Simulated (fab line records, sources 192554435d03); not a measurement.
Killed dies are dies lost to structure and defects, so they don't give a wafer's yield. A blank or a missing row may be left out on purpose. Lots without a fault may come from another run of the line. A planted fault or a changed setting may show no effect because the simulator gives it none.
Which tool did it? | flow n5_finfet | 24 lots, 72 wafers sampled, at 2 steps of a route of 1938

WHAT THE GAUGES READ, wafer by wafer
N5_BEOL_M7_THK_MEAS_01.
lot  | measured     | on            | M7_ILD_THK (nm)
L074 | day 9 07:37  | film_metro-02 | 152.0 152.7 157.3
L075 | day 10 07:59 | film_metro-02 | 151.8 152.8 155.3
L076 | day 10 10:37 | film_metro-02 | 154.8 154.6 154.9
L077 | day 10 14:42 | film_metro-01 | 152.6 154.2 155.4
L079 | day 10 15:26 | film_metro-02 | 154.3 158.4 154.0
L078 | day 10 17:32 | film_metro-02 | 155.9 157.3 156.8
L080 | day 10 21:53 | film_metro-01 | 153.6 152.0 153.2
L081 | day 10 23:00 | film_metro-02 | 151.6 154.7 152.7
L083 | day 11 19:10 | film_metro-02 | 155.4 157.7 155.3
L082 | day 12 02:07 | film_metro-01 | 154.3 152.9 156.2
L084 | day 12 09:25 | film_metro-02 | 153.6 154.3 155.9
L086 | day 12 14:34 | film_metro-02 | 153.1 155.3 151.8
L087 | day 12 21:52 | film_metro-01 | 149.2 150.8 152.7
L085 | day 12 22:42 | film_metro-02 | 152.7 154.5 154.8
L088 | day 13 01:07 | film_metro-01 | 152.1 153.4 154.7
L090 | day 13 20:49 | film_metro-01 | 153.4 152.0 156.0
L091 | day 14 00:44 | film_metro-02 | 154.1 151.1 154.3
L089 | day 14 01:32 | film_metro-02 | 150.4 153.9 153.2
L092 | day 14 10:07 | film_metro-01 | 153.2 153.0 157.1
L093 | day 14 10:33 | film_metro-02 | 152.9 155.8 154.0
L096 | day 15 01:46 | film_metro-01 | 151.2 154.3 158.8
L094 | day 15 02:55 | film_metro-02 | 152.8 152.1 155.7
L095 | day 15 05:14 | film_metro-02 | 150.1 151.7 155.2
L097 | day 16 05:42 | film_metro-01 | 150.5 154.9 154.3

N5_BEOL_M7_INSPECT_13: inspects for defects (brightfield).
lot  | measured     | on                | raw_defect_count
L074 | day 9 09:21  | defect_inspect-02 | 495 356 350
L075 | day 10 08:41 | defect_inspect-01 | 321 395 340
L076 | day 10 12:14 | defect_inspect-02 | 425 462 270
L077 | day 10 15:26 | defect_inspect-02 | 222 368 266
L079 | day 10 18:00 | defect_inspect-01 | 397 248 295
L078 | day 10 18:50 | defect_inspect-01 | 439 299 364
L080 | day 10 23:13 | defect_inspect-02 | 256 359 306
L081 | day 10 23:52 | defect_inspect-01 | 480 310 426
L083 | day 11 20:22 | defect_inspect-02 | 403 328 425
L082 | day 12 03:19 | defect_inspect-01 | 266 326 290
L084 | day 12 11:39 | defect_inspect-02 | 337 390 474
L086 | day 12 15:13 | defect_inspect-01 | 395 534 296
L087 | day 12 23:06 | defect_inspect-02 | 312 325 352
L085 | day 12 23:21 | defect_inspect-02 | 403 397 351
L088 | day 13 02:01 | defect_inspect-02 | 470 361 371
L090 | day 13 23:13 | defect_inspect-01 | 367 447 408
L091 | day 14 02:44 | defect_inspect-01 | 485 438 329
L089 | day 14 02:55 | defect_inspect-01 | 403 520 562
L092 | day 14 11:08 | defect_inspect-02 | 443 370 529
L093 | day 14 11:26 | defect_inspect-01 | 295 462 449
L096 | day 15 03:56 | defect_inspect-02 | 278 276 624
L094 | day 15 04:16 | defect_inspect-01 | 534 517 377
L095 | day 15 06:43 | defect_inspect-01 | 348 429 432
L097 | day 16 07:19 | defect_inspect-02 | 457 536 511

WHICH TOOL RAN EACH LOT (tool, then ch and the chambers of the sampled wafers, then the start)
The record holds no process step before these readings.

WHAT THE TOOLS THEMSELVES READ (means of the sampled wafers that have a number; where no wafer has one, the mark that the record gives instead)
The record holds no such reading with a usual standard deviation.

THE ANSWER, worked out from the rows above alone
Rule: what is usual is taken from the lots themselves. Put in order of their means at a reading, lots are off if they are a third of the lots or fewer, leave a main group of 4 or more, and stand apart from it by a gap of 3 or more times the standard deviation of the main group's means; of several such gaps the widest counts. A main group whose means are all the same, to the digits that the tables above print for the reading, isn't used. A lot without any number at a reading at which 4 lots or more have one is off too. The other lots that the step has rows for count as sound. The gauges are gone through in route order, then the tools' own readings, and for those a lot's mean is taken as printed above. The first step at which some lot is off is used, and at that step the reading that is off furthest; a lot without a number counts as furthest.
No lot is off at any reading shown: from this, nothing can be told.

WHAT THE SIMULATOR HAD PUT IN
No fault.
